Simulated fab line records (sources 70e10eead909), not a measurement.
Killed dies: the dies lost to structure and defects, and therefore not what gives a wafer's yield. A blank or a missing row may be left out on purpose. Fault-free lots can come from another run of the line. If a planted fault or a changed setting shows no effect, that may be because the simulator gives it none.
Struck lot and sound lot, side by side ; flow nandHarc ; 15 steps out of a route of 1159
Sound: these wafers, L335.1, L335.5, L335.6. Struck: wafer L350.2. (L350.1, L350.6 of the same lot were not struck and are left out.) The cause comes at the end.
Each step with rows lists, per side, the tool, then ch with its chambers, then its first start. Under that, the readings that differ: sound wafers ; struck wafers ; difference of the means ; sigmas: that difference in standard deviations of wafers without a fault.
alike: same words and numbers on both sides, and readings whose means sit less than 2 such deviations apart. not compared: any withheld reading, any reading some wafer has no value for, any bound like >300 that may hide the same value, and any number with overlapping values for which the record gives no deviation.
Wherever a step has rows on one side only, a row that says differs or no value, or a row with sigmas, the two part there. Numbers that don't overlap but have no deviation are shown without sigmas and don't part them. A reading that every wafer of one side lacks parts them only if that side has two wafers or more.

first, 8 steps without rows for these wafers: NHARC_P_M1_HMDS_02 (time 30 s); NHARC_P_M1_COAT_34 (time 65 s); NHARC_P_M1_COAT_03 (resist thk 90 nm); NHARC_P_M1_SOFTBAKE_04 (time 55 s); NHARC_P_M1_EBR_05; NHARC_P_M1_EXPOSE_06 (exposes mask P M1, target cd 130 nm); NHARC_P_M1_PEB_07 (peb time 65 s); NHARC_P_M1_DEVELOP_08 (develop time 35 s).
NHARC_P_M1_CD_MEAS_09: the cd target is 130 nm.
  sound on cdSem-03 ch 0, day 6 00:08; struck on cdSem-02 ch 0, day 10 02:13
  alike: cdNm
NHARC_P_M1_OVL_MEAS_10: pitch 260 nm.
  sound on overlay-02, day 6 00:13; struck on overlay-01, day 10 02:18
reading;sound;struck;difference;sigmas
overlayXNm (nm);0.1 -1.0 -0.1;1.6;+1.9;+2
  alike: overlayYNm
NHARC_P_M1_INSPECT_11:
  sound on defectInspect-01, day 6 00:16; struck on defectInspect-01, day 10 02:20
  alike: rawDefectCount
NHARC_P_M1_DESCUM_14: chemistry O2, time 3 s.
  sound on rieDiel-13 ch 0,1, day 6 00:20; struck on rieDiel-04 ch 2, day 10 02:24
  alike: chamberPressureMTorr, drypumpMotorCurrentA, oesProductAu, rfVppV, showerheadPlenumPTorr, throttleValvePct
  not compared: rfHoursCounterH
NHARC_P_M1_ETCH_35: etches the open film in N2/H2, target depth 40 nm, overetch 12 nm, time 43.94 s.
  sound on rieDiel-13 ch 2,3, day 6 00:25; struck on rieDiel-04 ch 0, day 10 02:29
reading;sound;struck;difference;sigmas
oesProductAu (a.u.);0.997 1.001 1.005;1.018;+0.017;+2
runLengthS (s);65.3 64.7 65.0;50.6;-14.4;-36
throttleValvePct (%);14.167 14.177 14.163;14.192;+0.023;+3
  alike: chamberPressureMTorr, drypumpMotorCurrentA, rfVppV, showerheadPlenumPTorr
  not compared: rfHoursCounterH
NHARC_P_M1_ETCH_15: etches the open film in C4F8/Ar, target depth 182.5 nm, time 91.2 s.
  sound: rieDiel-13 ch 0,1; struck: rieDiel-04 ch 1
  alike: chamberPressureMTorr, oesProductAu, rfVppV, runLengthS
  not compared: rfHoursCounterH
next, for these wafers, 1 step has no rows: NHARC_END_SORT_01.

== WHERE THEY PART ==
First at NHARC_P_M1_OVL_MEAS_10; last, within this record, at NHARC_P_M1_ETCH_35. Later steps at which nothing parts them and some readings are alike: NHARC_P_M1_ETCH_15.

WHY: whatever the simulator had introduced
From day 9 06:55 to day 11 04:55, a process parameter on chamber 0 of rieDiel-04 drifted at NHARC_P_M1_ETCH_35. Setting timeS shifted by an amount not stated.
